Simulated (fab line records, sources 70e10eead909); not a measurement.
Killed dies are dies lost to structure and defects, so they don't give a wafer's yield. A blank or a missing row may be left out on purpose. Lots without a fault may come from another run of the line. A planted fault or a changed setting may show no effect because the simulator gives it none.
A struck lot beside a sound one | flow nand_harc | 14 steps out of a route of 1159
Sound: wafers L367.1, L367.3, L367.5. Struck: wafer L376.5. (L376.4 of the same lot was not struck and is left out.) The cause comes at the end.
At each step with rows: each side's tool, then ch and its chambers, then its first start. Under that, the readings that differ: sound wafers | struck wafers | difference of the means | sigmas: that difference in standard deviations of wafers without a fault.
alike: readings whose means differ by less than 2 such deviations, and words and numbers that are the same on both sides. not compared: withheld readings, readings that some wafer has no value for, bounds like >300 that may hide the same value, and numbers for which the record gives no deviation and whose values overlap.
The two part at a step that has a row with sigmas, a row that says differs or no value, or rows on one side only. Numbers that don't overlap but have no deviation are shown without sigmas and don't part them. A reading that every wafer of one side lacks parts them only if that side has two wafers or more.

NHARC_A_WL_FILL_CVD_03: deposits W, target thk 40 nm, time 3302 s.
  sound on cvd_w-02 ch 1, day 17 20:24; struck on cvd_w-02 ch 1, day 19 14:46
  alike: heater_power_w, throttle_valve_pct
then, 1 step without rows for these wafers: NHARC_A_WL_FILL_ETCHBACK_04 (etches the open film in NF3, target depth 60 nm, time 120 s).
NHARC_A_WL_FILL_ETCHBACK_05: etches the open film in Cl2/BCl3, target depth 22 nm, time 60 s.
  sound on rie_metal-03 ch 0,1, day 17 23:57; struck on rie_metal-01 ch 0, day 19 16:56
  alike: drypump_motor_current_A, oes_product_au
  not compared: rf_hours_counter_h
NHARC_A_WL_FILL_STRIP_27: strips in N2/H2, time 20 s.
  sound on plasma_asher-01 ch 0,1, day 18 00:06; struck on plasma_asher-02 ch 0, day 19 17:07
  alike: drypump_motor_current_A, heater_power_w
  not compared: rf_hours_counter_h
then, 5 steps without rows for these wafers: NHARC_A_WL_FILL_STRIP_28 (strips in post etch residue remover, time 1200 s); NHARC_A_WL_FILL_PRECLEAN_06 (cleans in DIW, time 300 s); NHARC_A_WL_FILL_SRD_07; NHARC_A_WL_FILL_ANNEAL_08 (time 1800 s); NHARC_A_WL_FILL_ALD_10 (deposits SiO2, target thk 50 nm, pulse time 10 s, ald cycles 500).
NHARC_A_WL_FILL_ETCHBACK_16: etches the open film in C4F8/O2/Ar, target depth 88 nm, time 17.6 s.
  sound on rie_diel-09 ch 1,2; struck on rie_diel-01 ch 2
  reading               | sound          | struck | difference | sigmas
  oes_product_au (a.u.) | 1.00 1.01 1.01 | 0.93   | -0.08      | -2
  alike: rf_vpp_V
  not compared: rf_hours_counter_h
NHARC_A_WL_FILL_STRIP_29: strips in O2, time 20 s.
  sound on rie_diel-09 ch 0,1, day 18 10:49; struck on rie_diel-01 ch 1, day 20 03:17
  reading                     | sound       | struck | difference | sigmas
  drypump_motor_current_A (A) | 5.9 6.0 6.1 | 5.1    | -0.9       | -3
  alike: oes_product_au, rf_vpp_V, showerhead_plenum_p_Torr, throttle_valve_pct
  not compared: rf_hours_counter_h
NHARC_A_WL_FILL_ETCHBACK_17: etches the open film in Cl2/BCl3, target depth 4 nm, time 26.7 s.
  sound on rie_metal-03 ch 0,1, day 18 10:55; struck on rie_metal-01 ch 1, day 20 03:26
  reading               | sound             | struck | difference | sigmas
  oes_product_au (a.u.) | 1.021 1.009 1.011 | 0.861  | -0.153     | -18
  alike: drypump_motor_current_A
  not compared: rf_hours_counter_h
then, 2 steps without rows for these wafers: NHARC_A_WL_FILL_PRECLEAN_18 (cleans in dHF, time 30 s); NHARC_END_SORT_01.

WHERE THEY PART
First at NHARC_A_WL_FILL_ETCHBACK_16; last, within this record, at NHARC_A_WL_FILL_ETCHBACK_17.

WHY: what the simulator had put in
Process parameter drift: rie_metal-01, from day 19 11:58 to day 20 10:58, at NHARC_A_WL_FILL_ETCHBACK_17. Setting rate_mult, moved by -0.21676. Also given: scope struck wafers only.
